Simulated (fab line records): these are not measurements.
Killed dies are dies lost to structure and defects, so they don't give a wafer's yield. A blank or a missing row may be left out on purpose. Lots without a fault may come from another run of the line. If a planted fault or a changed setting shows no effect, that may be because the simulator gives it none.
fab line records	flow n5Finfet
record lots=7	wafers=21	lastDay=16
route steps=1938 shown PMOS_HMC_CHANNEL_EPI@57 BEOL_M4@1111 PASSIVATION@1936
lots untouched by any fault: they come from a run of this same line in which no faults occurred
startH: hours from the record's opening day to when the first of the lot's shown wafers began	waitH: hours from the lot's prior step to this one	" the same as in the row above	L1.1+2: a row that stands for several wafers	- either no value or no given start	* or withheld: withheld	< > ~ a bound
route shown NAME@n: NAME is a module with steps in the file, n the number in the route of the first one	usual: the fault-free wafers' mean and standard deviation	same: alike in all rows	chamber/n: place in a boat	sites: the reading at each site	_std_site: how widely they spread, as a standard deviation	_edge_site: outer sites' mean less inner sites'	radiusMm: how far each site lies from the wafer's centre	mask NAME#n: copy n	behind: tool/chamber where the wafer was last shaped	hold: why the lot was held/for how many hours/how that ended	device: transistor that didn't switch, given as n, p or np	end of line: tests of these same wafers at the route's end	for a step that has no rows: nothing shown but its recipe	killed: dies that structure and defects cost at the first sort, which is not the same as the wafer's yield	map: dies across one wafer; x = killed, . = not, _ = none there
set.NAME: the run value of the setting; set.NAME@STEP: its run value at that earlier step	model.NAME: the simulator's own value behind a step, which no gauge read
a table for each step, a row for each wafer; lots at some steps of the route
services: the hour from which a tool's chamber was out of use, counted from the record's first day as startH (under 0 if before that day), plus the number of hours and why
## steps
# step N5_PMOS_HMC_CHANNEL_EPI_HM_DEP_34
# recipe material=SiO2	targetThkA=360	tempC=400	precursor=TEOS/O2	pressureTorr=6.5	rfW=900	teosFlowSccm=161.4	gas=O2	flowSccm=2650	timeS=6.9
# usual heaterPowerW=528/120	showerheadPlenumPTorr=8.33/0.032	susceptorTempC=399.94/0.22	throttleValvePct=18.5/0.54
lot.wafer	tool	chamber	startH	waitH	heaterPowerW	showerheadPlenumPTorr	sinceWetCleanH	susceptorTempC	throttleValvePct
L584.2	pecvd-01	0	52.75	0.0	400	8.30	938	399.94	18.6
L584.3	"	2	"	"	357	8.30	184	399.88	18.3
L584.4	"	1	"	"	511	8.33	-	399.72	18.1
L587.1	pecvd-01	1	71.50	0.0	609	8.37	1682	400.13	18.2
L587.2	"	2	"	"	388	8.29	203	400.26	18.1
L587.6	"	1	"	"	612	8.34	-	399.75	18.0
L588.3	pecvd-04	0	77.35	0.0	560	8.34	1144	399.67	19.1
L588.4	"	2	"	"	466	8.38	-	399.63	18.1
L588.5	"	0	"	"	553	8.33	-	400.08	19.1
L589.1	pecvd-01	0	83.56	0.0	500	8.29	969	400.11	18.8
L589.2	"	1	"	"	539	8.36	1694	400.12	18.0
L589.6	"	2	"	"	312	8.29	-	399.83	18.0
L590.3	pecvd-04	0	89.01	0.0	547	8.33	1155	399.64	19.3
L590.4	"	2	"	"	394	8.38	-	399.97	18.0
L590.6	"	0	"	"	553	8.34	-	399.71	19.2
L597.1	pecvd-04	1	130.71	0.0	734	8.31	1922	399.95	18.8
L597.5	"	1	"	"	715	8.30	-	400.34	18.8
L597.6	"	0	"	"	539	8.34	-	400.04	19.6
L598.1	pecvd-04	2	136.79	0.0	479	8.38	449	399.85	18.3
L598.2	"	1	"	"	692	8.30	1928	399.94	18.7
L598.3	"	0	"	"	516	8.33	1203	400.03	19.2
# step N5_PMOS_HMC_CHANNEL_EPI_COAT_31
# recipe resist=BARC	tempC=205	timeS=60	spinRpm=1500	resistThkNm=66
# step N5_PMOS_HMC_CHANNEL_EPI_COAT_03
# recipe resist=CAR-ArF-block	spinRpm=1500	resistThkNm=205
# step N5_PMOS_HMC_CHANNEL_EPI_EBR_05
# recipe solvent=PGMEA	ebrWidthMm=1.5
# step N5_PMOS_HMC_CHANNEL_EPI_SOFTBAKE_04
# recipe tempC=110	timeS=60	resist=CAR-ArF-block
# step N5_PMOS_HMC_CHANNEL_EPI_EXPOSE_06
# recipe maskId=PMOS_HMC_BLK	na=1.35	sourceShape=conventional	sigmaOuter=0.8	polarization=unpolarized	targetCdNm=240	doseMj=41
# step N5_PMOS_HMC_CHANNEL_EPI_PEB_07
# recipe pebTempC=110	pebTimeS=60	resist=CAR-ArF-block
# step N5_PMOS_HMC_CHANNEL_EPI_DEVELOP_08
# recipe developTimeS=30	developer=TMAH	resist=CAR-ArF-block	devTempC=23	rinseLiquid=diw	dry=airSpin
# step N5_PMOS_HMC_CHANNEL_EPI_CD_MEAS_09
# recipe targetCdNm=237.4	landingEnergyEv=500	detector=seInlens
# usual cdNm=237.3/0.97
lot.wafer	tool	chamber	startH	waitH	cdNm
L584.2	cdSem-02	0	53.16	-	237.7
L584.3	"	0	"	"	238.0
L584.4	"	0	"	"	238.3
L587.1	cdSem-03	0	71.78	-	237.3
L587.2	"	0	"	"	238.5
L587.6	"	0	"	"	238.0
L588.3	cdSem-02	0	77.76	-	238.1
L588.4	"	0	"	"	237.2
L588.5	"	0	"	"	237.7
L589.1	cdSem-01	0	83.96	-	235.1
L589.2	"	0	"	"	235.9
L589.6	"	0	"	"	235.8
L590.3	cdSem-02	0	89.29	-	238.8
L590.4	"	0	"	"	237.1
L590.6	"	0	"	"	238.1
L597.1	cdSem-01	0	130.99	-	237.5
L597.5	"	0	"	"	237.9
L597.6	"	0	"	"	237.0
L598.1	cdSem-03	0	137.20	-	237.4
L598.2	"	0	"	"	236.0
L598.3	"	0	"	"	235.6
# step N5_PMOS_HMC_CHANNEL_EPI_OVL_MEAS_10
# recipe pointsPerWafer=44
# usual PMOS_HMC_BLK_OVL=0.1/0.71
# same pointsPerWafer=44
lot.wafer	tool	chamber	startH	waitH	PMOS_HMC_BLK_OVL[nm]
L584.2	overlay-02	0	53.19	0.0	-0.9
L584.3	"	0	"	"	-0.7
L584.4	"	0	"	"	-0.6
L587.1	overlay-01	0	71.81	0.0	-0.7
L587.2	"	0	"	"	0.2
L587.6	"	0	"	"	0.2
L588.3	overlay-01	0	77.78	0.0	-1.0
L588.4	"	0	"	"	0.8
L588.5	"	0	"	"	-0.8
L589.1	overlay-01	0	83.99	0.0	-0.2
L589.2	"	0	"	"	1.0
L589.6	"	0	"	"	0.5
L590.3	overlay-01	0	89.32	0.0	-0.3
L590.4	"	0	"	"	1.3
L590.6	"	0	"	"	0.7
L597.1	overlay-02	0	131.02	0.0	-1.8
L597.5	"	0	"	"	0.0
L597.6	"	0	"	"	1.0
L598.1	overlay-01	0	137.23	0.0	0.7
L598.2	"	0	"	"	0.8
L598.3	"	0	"	"	0.4
# step N5_PMOS_HMC_CHANNEL_EPI_INSPECT_11
# recipe mode=adi	inspectInstrument=macro
# usual rawDefectCount=2.1/1.5
lot.wafer	tool	chamber	startH	waitH	rawDefectCount
L584.2	defectInspect-01	-	53.21	0.0	3
L584.3	"	-	"	"	2
L584.4	"	-	"	"	3
L587.1	defectInspect-02	-	71.83	0.0	1
L587.2	"	-	"	"	0
L587.6	"	-	"	"	1
L588.3	defectInspect-01	-	77.81	0.0	4
L588.4	"	-	"	"	4
L588.5	"	-	"	"	3
L589.1	defectInspect-01	-	84.02	0.0	1
L589.2	"	-	"	"	2
L589.6	"	-	"	"	1
L590.3	defectInspect-01	-	89.34	0.0	1
L590.4	"	-	"	"	5
L590.6	"	-	"	"	1
L597.1	defectInspect-01	-	131.05	0.0	0
L597.5	"	-	"	"	1
L597.6	"	-	"	"	0
L598.1	defectInspect-01	-	137.25	0.0	0
L598.2	"	-	"	"	3
L598.3	"	-	"	"	0
# step N5_PMOS_HMC_CHANNEL_EPI_DESCUM_14
# recipe chemistry=O2	timeS=7.9	sourcePowerW=50	biasPowerW=20	pressureMtorr=20	rfFrequencyHz=2.712e+07	tempC=40	resist=CAR-ArF-block	o2FlowSccm=225
# usual drypumpMotorCurrentA=5.8/0.37	oesProductAu=0.78/0.071	rfVppV=242.8/1.3	showerheadPlenumPTorr=2.07/0.073	throttleValvePct=20.47/0.22
lot.wafer	tool	chamber	startH	waitH	drypumpMotorCurrentA	oesProductAu	rfHoursCounterH	rfVppV	showerheadPlenumPTorr	throttleValvePct
L584.2	rieDiel-01	1	53.24	0.0	5.5	0.75	176	243.6	2.17	20.53
L584.3	"	3	"	"	5.4	0.75	172	242.8	1.99	20.38
L584.4	"	2	"	"	6.1	0.84	91	243.8	2.11	20.61
L587.1	rieDiel-01	2	71.87	0.0	6.1	0.82	96	243.6	2.11	20.62
L587.2	"	0	"	"	5.3	0.80	101	246.0	2.11	20.35
L587.6	"	1	"	"	5.5	0.75	-	243.5	2.17	20.55
L588.3	rieDiel-01	3	77.84	0.0	5.4	0.75	178	242.0	1.99	20.38
L588.4	"	2	"	"	6.1	0.82	97	245.1	2.11	20.64
L588.5	"	1	"	"	5.5	0.74	-	244.3	2.17	20.53
L589.1	rieDiel-01	3	84.05	0.0	5.5	0.75	180	242.1	1.99	20.40
L589.2	"	2	"	"	6.0	0.82	100	243.5	2.11	20.63
L589.6	"	3	"	"	5.5	0.74	-	241.5	1.99	20.39
L590.3	rieDiel-01	1	89.66	0.3	5.5	0.74	186	245.1	2.17	20.55
L590.4	"	3	"	"	5.4	0.74	182	241.8	1.99	20.39
L590.6	"	0	"	"	5.3	0.79	-	244.3	2.11	20.33
L597.1	rieDiel-05	0	131.08	0.0	5.9	0.87	39	242.0	2.04	20.14
L597.5	"	2	"	"	6.3	0.68	-	241.1	1.98	20.81
L597.6	"	3	"	"	5.2	0.73	-	241.0	2.00	20.62
L598.1	rieDiel-05	2	137.29	0.0	6.3	0.68	222	242.6	1.98	20.83
L598.2	"	1	"	"	6.1	0.75	163	243.3	2.17	20.60
L598.3	"	3	"	"	5.3	0.74	181	243.1	2.00	20.63
# step N5_PMOS_HMC_CHANNEL_EPI_ETCH_32
# recipe chemistry=N2/H2	target=BARC	stopOn=SiO2	targetDepthA=858	overEtchFrac=0.3	timeS=50.3	ionEnergyEv=200	maskMaterial=CAR-ArF-block	pressureMtorr=30	sourceW=840	biasW=150	n2FlowSccm=200	h2FlowSccm=200
# usual biasW=150.0/0.49	drypumpMotorCurrentA=5.8/0.38	h2FlowSccm=200.1/0.6	oesProductAu=0.67/0.059	rfVppV=523.2/2.6	showerheadPlenumPTorr=2.52/0.087	throttleValvePct=17.94/0.25
lot.wafer	tool	chamber	startH	waitH	biasW	drypumpMotorCurrentA	h2FlowSccm	oesProductAu	rfHoursCounterH	rfVppV	showerheadPlenumPTorr	throttleValvePct	model.CAR-ArF-block_of_PMOS_HMC_CHANNEL_EPI_COAT_03.thkNm
L584.2	rieDiel-01	1	53.28	0.0	149.8	5.5	199.0	0.65	176	525.2	2.64	17.93	132.4
L584.3	"	3	"	"	150.1	5.5	199.8	0.65	172	522.4	2.43	17.89	131.8
L584.4	"	2	"	"	149.9	6.1	199.6	0.71	91	524.7	2.56	17.97	133.2
L587.1	rieDiel-01	2	71.90	0.0	150.3	6.1	200.3	0.71	96	524.2	2.56	17.98	133.6
L587.2	"	0	"	"	149.9	5.3	200.6	0.68	101	524.7	2.57	17.80	133.5
L587.6	"	1	"	"	149.8	5.5	200.5	0.64	-	525.6	2.63	17.94	132.7
L588.3	rieDiel-01	3	77.88	0.0	171.8	5.5	199.9	0.64	178	566.6	2.43	17.91	130
L588.4	"	2	"	"	171.4	6.1	199.5	0.71	97	569.9	2.56	17.99	130.1
L588.5	"	1	"	"	170.4	5.5	200.0	0.65	-	571.5	2.63	17.94	129.6
L589.1	rieDiel-01	3	84.09	0.0	170.7	5.5	199.5	0.64	180	565.2	2.43	17.91	130.1
L589.2	"	2	"	"	170.5	6.1	200.6	0.71	100	569.0	2.56	18.00	129.8
L589.6	"	3	"	"	169.9	5.5	200.0	0.64	-	566.1	2.43	17.91	129.2
L590.3	rieDiel-01	1	89.69	0.0	171.0	5.6	201.3	0.64	186	570.9	2.63	17.97	130.1
L590.4	"	3	"	"	171.0	5.5	199.4	0.64	182	566.2	2.43	17.91	130
L590.6	"	0	"	"	170.9	5.2	200.4	0.67	-	569.3	2.56	17.81	130.9
L597.1	rieDiel-05	0	131.12	0.0	149.9	5.9	199.2	0.76	39	522.6	2.49	17.54	133.3
L597.5	"	2	"	"	149.8	6.4	199.3	0.59	-	520.2	2.41	18.33	133.7
L597.6	"	3	"	"	149.9	5.2	200.2	0.63	-	519.6	2.43	18.13	132.3
L598.1	rieDiel-05	2	137.32	0.0	149.3	6.3	199.0	0.59	222	520.7	2.41	18.34	133.6
L598.2	"	1	"	"	149.4	6.1	199.6	0.64	163	526.3	2.65	18.06	132.8
L598.3	"	3	"	"	150.5	5.3	200.0	0.64	181	519.3	2.43	18.11	132.8
# step N5_PMOS_HMC_CHANNEL_EPI_HM_OPEN_15
# recipe chemistry=CHF3/O2	target=SiO2	maskMaterial=CAR-ArF-block	targetDepthA=406	CHF3_flow_sccm=50	O2_flow_sccm=5	Ar_flow_sccm=200	timeS=20.3	pressureMtorr=30	sourceW=650	biasW=170	ionEnergyEv=200
# usual biasW=170.0/0.51	drypumpMotorCurrentA=5.8/0.38	oesProductAu=0.78/0.071	rfVppV=524/6.8	showerheadPlenumPTorr=2.39/0.079	throttleValvePct=18.96/0.23
lot.wafer	tool	chamber	startH	waitH	biasW	drypumpMotorCurrentA	oesProductAu	rfHoursCounterH	rfVppV	showerheadPlenumPTorr	throttleValvePct	model.CAR-ArF-block_of_PMOS_HMC_CHANNEL_EPI_COAT_03.thkNm
L584.2	rieDiel-01	1	53.32	0.0	169.7	5.5	0.75	176	520	2.49	18.96	92.18
L584.3	"	3	"	"	170.5	5.5	0.76	172	522	2.31	18.93	91.68
L584.4	"	2	"	"	169.6	6.1	0.83	91	528	2.44	19.17	92.83
L587.1	rieDiel-01	2	71.95	0.0	170.1	6.1	0.82	96	529	2.44	19.17	93.39
L587.2	"	0	"	"	169.5	5.3	0.80	101	525	2.43	18.82	93.02
L587.6	"	1	"	"	169.1	5.5	0.74	-	521	2.48	18.96	92.42
L588.3	rieDiel-01	3	77.92	0.0	171.0	5.4	0.76	178	523	2.31	18.92	89.48
L588.4	"	2	"	"	170.2	6.1	0.82	97	530	2.44	19.17	89.71
L588.5	"	1	"	"	169.9	5.5	0.75	-	520	2.48	18.98	88.97
L589.1	rieDiel-01	3	84.13	0.0	169.9	5.5	0.75	180	524	2.31	18.93	89.79
L589.2	"	2	"	"	169.7	6.1	0.82	100	528	2.44	19.19	89.79
L589.6	"	3	"	"	170.3	5.4	0.74	-	522	2.31	18.94	89.26
L590.3	rieDiel-01	1	89.74	0.0	170.1	5.5	0.75	186	519	2.48	18.97	89.64
L590.4	"	3	"	"	170.6	5.5	0.74	182	522	2.31	18.94	89.89
L590.6	"	0	"	"	169.2	5.2	0.79	-	524	2.43	18.81	90.54
L597.1	rieDiel-05	0	131.16	0.0	171.2	5.9	0.87	39	536	2.36	18.66	92.73
L597.5	"	2	"	"	170.1	6.3	0.68	-	516	2.28	19.30	94.31
L597.6	"	3	"	"	169.9	5.2	0.74	-	519	2.31	19.11	91.41
L598.1	rieDiel-05	2	137.36	0.0	169.6	6.3	0.68	222	516	2.28	19.30	94.2
L598.2	"	1	"	"	170.9	6.1	0.74	163	524	2.51	19.13	92.57
L598.3	"	3	"	"	170.2	5.2	0.74	181	517	2.31	19.12	92.31
# step N5_PMOS_HMC_CHANNEL_EPI_STRIP_33
# recipe chemistry=N2/H2	powerW=500	tempC=40	pressureMtorr=50	rfFrequencyHz=6e+07	overashFraction=0.3	biasPowerW=8	h2Frac=0.5	n2FlowSccm=300	h2FlowSccm=300
# usual drypumpMotorCurrentA=5.8/0.37	h2FlowSccm=300.0/0.95	oesProductAu=0.78/0.072	rfVppV=54.0/1.5	showerheadPlenumPTorr=3.33/0.11	throttleValvePct=19.0/0.33
lot.wafer	tool	chamber	startH	waitH	drypumpMotorCurrentA	h2FlowSccm	oesProductAu	rfHoursCounterH	rfVppV	showerheadPlenumPTorr	throttleValvePct
L584.2	rieDiel-01	1	53.38	0.0	5.5	298.6	0.75	176	54.2	3.48	18.8
L584.3	"	3	"	"	5.5	299.5	0.75	172	58.5	3.22	19.0
L584.4	"	2	"	"	6.1	299.0	0.82	91	53.9	3.39	18.8
L587.1	rieDiel-01	2	72.00	0.0	6.1	300.0	0.82	96	50.5	3.38	18.8
L587.2	"	0	"	"	5.3	300.7	0.80	102	55.8	3.39	18.9
L587.6	"	1	"	"	5.5	301.8	0.75	-	51.8	3.47	18.8
L588.3	rieDiel-01	3	77.97	0.0	5.5	299.3	0.76	178	52.4	3.21	19.0
L588.4	"	2	"	"	6.1	299.5	0.83	97	53.1	3.38	18.9
L588.5	"	1	"	"	5.6	301.2	0.74	-	55.3	3.47	18.8
L589.1	rieDiel-01	3	84.18	0.0	5.5	300.8	0.74	180	53.9	3.21	19.0
L589.2	"	2	"	"	6.1	297.9	0.81	100	54.9	3.38	18.9
L589.6	"	3	"	"	5.4	300.7	0.74	-	53.5	3.21	18.9
L590.3	rieDiel-01	1	89.79	0.0	5.5	300.9	0.74	186	55.2	3.47	18.9
L590.4	"	3	"	"	5.5	300.6	0.73	182	53.7	3.21	19.0
L590.6	"	0	"	"	5.3	300.2	0.79	-	55.9	3.39	18.9
L597.1	rieDiel-05	0	131.21	0.0	5.9	299.5	0.87	39	51.5	3.29	18.5
L597.5	"	2	"	"	6.3	300.5	0.67	-	51.9	3.19	19.5
L597.6	"	3	"	"	5.2	300.2	0.73	-	53.4	3.22	19.1
L598.1	rieDiel-05	2	137.42	0.0	6.4	300.3	0.67	222	50.5	3.19	19.5
L598.2	"	1	"	"	6.1	300.4	0.75	163	54.4	3.49	19.0
L598.3	"	3	"	"	5.3	298.9	0.74	181	55.7	3.22	19.2
# step N5_BEOL_M4_RC_MEAS_101
# usual DIBL_N=36.2/1.4	DIBL_P=36.1/1.5	IOFF_N=0.153/0.02	IOFF_P=0.215/0.03	ION_N=672/8.6	ION_P=463/6.8	SS_N=71.5/0.47	SS_P=73.3/0.57	VT_N=250.6/2.4	VT_P=-249/3.2
lot.wafer	tool	chamber	startH	waitH	DIBL_N[mV/V]	DIBL_P[mV/V]	IOFF_N[nA/um]	IOFF_P[nA/um]	ION_N[uA/um]	ION_P[uA/um]	SS_N[mV/dec]	SS_P[mV/dec]	VT_N[mV]	VT_P[mV]
L587.1	prober-01	0	213.90	0.0	34.0	35.7	0.135	0.185	673	467	70.6	72.6	253.5	-251
L587.2	"	0	"	"	35.7	37.8	0.163	0.208	684	470	71.5	72.9	248.4	-250
L587.6	"	0	"	"	33.8	34.9	0.125	0.161	675	460	70.6	72.4	252.9	-252
L584.2	prober-01	0	221.48	0.2	34.3	34.7	0.138	0.226	668	469	71.3	72.8	252.9	-244
L584.3	"	0	"	"	36.4	38.1	0.179	0.274	684	477	71.9	74.1	247.6	-244
L584.4	"	0	"	"	37.2	38.4	0.186	0.291	683	476	72.1	73.5	247.1	-243
L588.3	prober-02	0	229.49	0.3	38.6	39.8	0.169	0.259	676	467	71.9	73.9	252.5	-246
L588.4	"	0	"	"	37.9	38.6	0.155	0.242	670	467	71.8	73.3	251.6	-247
L588.5	"	0	"	"	38.1	39.0	0.158	0.241	672	467	71.9	74.1	248.7	-247
L589.1	prober-02	0	236.03	0.0	36.7	35.7	0.159	0.210	681	461	71.1	74.1	249.6	-250
L589.2	"	0	"	"	38.2	37.4	0.188	0.240	668	460	72.2	73.9	247.3	-249
L589.6	"	0	"	"	38.2	37.3	0.187	0.231	669	459	71.9	74.4	245.8	-248
L590.3	prober-01	0	237.03	0.3	38.4	37.2	0.191	0.266	688	472	72.0	72.8	245.5	-243
L590.4	"	0	"	"	37.2	36.4	0.169	0.250	670	472	72.1	72.8	246.3	-245
L590.6	"	0	"	"	37.3	36.5	0.169	0.251	682	472	72.0	72.5	246.9	-245
L597.1	prober-02	0	271.08	0.0	36.6	35.4	0.146	0.209	657	456	71.4	73.0	252.2	-252
L597.5	"	0	"	"	37.6	36.8	0.165	0.233	665	456	71.5	73.4	251.9	-250
L597.6	"	0	"	"	36.2	34.8	0.144	0.204	665	459	71.3	73.7	248.6	-251
L598.1	prober-02	0	286.65	0.0	34.9	35.0	0.122	0.182	658	455	71.6	72.9	254.1	-256
L598.2	"	0	"	"	34.4	35.0	0.121	0.175	658	461	71.9	72.4	252.2	-252
L598.3	"	0	"	"	35.4	35.5	0.130	0.185	666	460	71.5	72.8	251.6	-252
# step N5_PASSIVATION_PROBE_49
# usual defectLimitedYield=91.3/1.3	killed_at_M0_to_M3=35/13	killed_at_M4_up=13/5.2	killedAtContacts=12/6.2	killedAtFrontEnd=39/9.6	killedAtOther=3.1/2.6	killedDies=102/16	killedOnRim=13/3.8	killedOpen=68/13	killedShort=33/6.9	sort_bin_5_function=5.1/0.87	sort_bin_6_memory=3.3/0.67	sortNPass=1078/16	sortYieldPct=91.3/1.3
# same grossDies=1180	killedAtBackSide=0	sort_bin_4_leakage[%]=0	sort_bin_8_speed[%]=0
lot.wafer	tool	chamber	startH	waitH	defectLimitedYield[%]	killed_at_M0_to_M3	killed_at_M4_up	killedAtContacts	killedAtFrontEnd	killedAtOther	killedDies	killedOnRim	killedOpen	killedShort	sort_bin_5_function[%]	sort_bin_6_memory[%]	sortNPass	sortYieldPct[%]
L588.3	prober-01	-	330.24	0.1	92.4	26	13	10	38	3	90	9	69	21	4.5	2.9	1090	92.4
L588.4	prober-01	-	330.29	0.2	90.3	61	17	8	22	6	114	14	77	37	6.1	3.1	1066	90.3
L588.5	prober-01	-	330.34	0.2	90.3	51	18	15	29	2	115	13	77	37	5.8	3.5	1065	90.3
L589.1	prober-01	-	335.55	0.0	93.1	28	12	19	18	5	82	8	58	23	3.6	3.0	1098	93.1
L589.2	prober-01	-	335.60	0.1	92.1	39	9	13	25	7	93	5	58	33	4.9	2.6	1087	92.1
L589.6	prober-01	-	335.80	0.3	91.2	44	9	8	36	7	104	16	74	30	5.3	3.5	1076	91.2
L590.3	prober-01	-	341.91	0.1	92.1	20	9	8	54	2	93	14	57	35	4.5	3.1	1087	92.1
L590.4	prober-01	-	341.96	0.2	91.7	32	11	14	41	0	98	11	69	28	4.7	3.6	1082	91.7
L590.6	prober-01	-	342.06	0.3	91.7	22	10	12	46	8	98	19	65	32	5.4	2.7	1082	91.7
L598.1	prober-01	-	388.53	0.0	93.1	22	9	16	28	7	82	9	56	26	4.0	2.8	1098	93.1
# killed by level:class
L588.3 STI_FIN_REVEAL:geometricParticle:open=17 MOL_CONTACT_COAG:geometricParticle:open=10 BEOL_M2:geometricParticle:open=8 BEOL_M0_SAQP:geometricParticle:open=7 BEOL_M4:geometricParticle:open=6 GATE_CUT:geometricParticle:short=5 BEOL_M1:geometricParticle:open=5 STARTING-WAFER:geometricParticle:open=4
L588.4 BEOL_M0_SAQP:geometricParticle:open=19 BEOL_M0_SAQP:geometricParticle:short=11 BEOL_M2:geometricParticle:open=11 STI_FIN_REVEAL:geometricParticle:open=8 BEOL_M4:geometricParticle:open=7 MOL_CONTACT_COAG:geometricParticle:open=6 BEOL_M1:geometricParticle:open=6 BEOL_M4:geometricParticle:short=4
L588.5 MOL_CONTACT_COAG:geometricParticle:open=12 BEOL_M2:geometricParticle:open=10 BEOL_M0_SAQP:geometricParticle:short=10 BEOL_M0:geometricParticle:open=10 BEOL_M0_SAQP:geometricParticle:open=8 BEOL_M4:geometricParticle:open=8 STI_FIN_REVEAL:geometricParticle:open=7 BEOL_M6:geometricParticle:open=5
L589.1 MOL_CONTACT_COAG:geometricParticle:open=16 STI_FIN_REVEAL:geometricParticle:open=6 BEOL_M0_SAQP:geometricParticle:short=6 BEOL_M3:geometricParticle:open=6 BEOL_M0_SAQP:geometricParticle:open=5 BEOL_M0:geometricParticle:open=5 BEOL_M4:geometricParticle:open=4 MOL_CONTACT_COAG:geometricParticle:short=3
L589.2 BEOL_M0_SAQP:geometricParticle:short=13 MOL_CONTACT_COAG:geometricParticle:open=11 BEOL_M0_SAQP:geometricParticle:open=7 BEOL_M3:geometricParticle:open=7 STI_FIN_REVEAL:geometricParticle:open=6 DUMMY_GATE:geometricParticle:open=4 GATE_CUT:geometricParticle:short=4 BEOL_M1:geometricParticle:open=4
L589.6 BEOL_M0_SAQP:geometricParticle:open=18 FIN_SAQP:geometricParticle:short=9 FIN_SAQP:geometricParticle:open=7 STI_FIN_REVEAL:geometricParticle:open=7 MOL_CONTACT_COAG:geometricParticle:open=7 BEOL_M0_SAQP:geometricParticle:short=7 BEOL_M1:geometricParticle:open=5 BEOL_M3:geometricParticle:open=5
L590.3 FIN_SAQP:geometricParticle:short=13 STI_FIN_REVEAL:geometricParticle:open=13 FIN_SAQP:geometricParticle:open=5 MOL_CONTACT_COAG:geometricParticle:open=5 BEOL_M1:geometricParticle:open=5 STI_FIN_REVEAL:geometricParticle:short=4 STARTING-WAFER:geometricParticle:short=4 DUMMY_GATE:geometricParticle:open=4
L590.4 STI_FIN_REVEAL:geometricParticle:open=13 MOL_CONTACT_COAG:geometricParticle:open=11 BEOL_M2:geometricParticle:open=10 FIN_SAQP:geometricParticle:short=7 DUMMY_GATE:geometricParticle:open=6 BEOL_M0_SAQP:geometricParticle:open=5 BEOL_M3:geometricParticle:open=5 BEOL_M0:geometricParticle:open=4
L590.6 STI_FIN_REVEAL:geometricParticle:open=16 FIN_SAQP:geometricParticle:short=10 MOL_CONTACT_COAG:geometricParticle:open=9 BEOL_M1:geometricParticle:open=7 BEOL_M2:geometricParticle:open=7 STI_FIN_REVEAL:geometricParticle:short=5 BEOL_M4:geometricParticle:open=4 MOL_CONTACT_COAG:geometricParticle:short=3
L598.1 MOL_CONTACT_COAG:geometricParticle:short=9 FIN_SAQP:geometricParticle:open=8 BEOL_M3:geometricParticle:open=8 MOL_CONTACT_COAG:geometricParticle:open=7 STI_FIN_REVEAL:geometricParticle:open=5 BEOL_M4:geometricParticle:open=5 BEOL_M0_SAQP:geometricParticle:open=4 FIN_SAQP:geometricParticle:short=3
## services
tool	chamber	startH	hours	kind
rieDiel-05	-	28.99	15.6	pm
pecvd-01	-	54.46	5.5	pm
pecvd-01	2	60.67	5.6	repair
rieDiel-05	0	66.44	11.7	repair
pecvd-04	1	70.52	2.1	scheduledDown
rieDiel-05	-	80.53	0.9	repair
rieDiel-05	-	86.91	1.6	repair
rieDiel-05	-	89.31	0.6	repair
pecvd-01	1	90.39	5.5	scheduledDown
pecvd-01	2	95.93	16.5	scheduledDown
rieDiel-01	2	95.96	3.7	repair
## key
firstSign step=N5_PMOS_HMC_CHANNEL_EPI_ETCH_32	reading=biasW	direction=up	sigmas=42	usual=*	struck=*
effect step=N5_PMOS_HMC_CHANNEL_EPI_ETCH_32	reading=rfVppV	direction=up	sigmas=18	usual=523.2	struck=568.3
modelEffect step=N5_PMOS_HMC_CHANNEL_EPI_ETCH_32	value=CAR-ArF-block_of_PMOS_HMC_CHANNEL_EPI_COAT_03.thkNm	without=132.6	struck=130
modelEffect step=N5_PMOS_HMC_CHANNEL_EPI_HM_OPEN_15	value=CAR-ArF-block_of_PMOS_HMC_CHANNEL_EPI_COAT_03.thkNm	without=92.32	struck=89.67
metAt N5_PMOS_HMC_CHANNEL_EPI_ETCH_32
struckWafers L588.3,L588.4,L588.5,L589.1,L589.2,L589.6,L590.3,L590.4,L590.6
onsetBetween 71.90 77.88
fault kind=processParameterDrift	tool=rieDiel-01	chamber=-	onsetH=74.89	steps=N5_PMOS_HMC_CHANNEL_EPI_ETCH_32	channel=biasW	offset=*	shape=step	endH=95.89	actsIn=*	stated=*
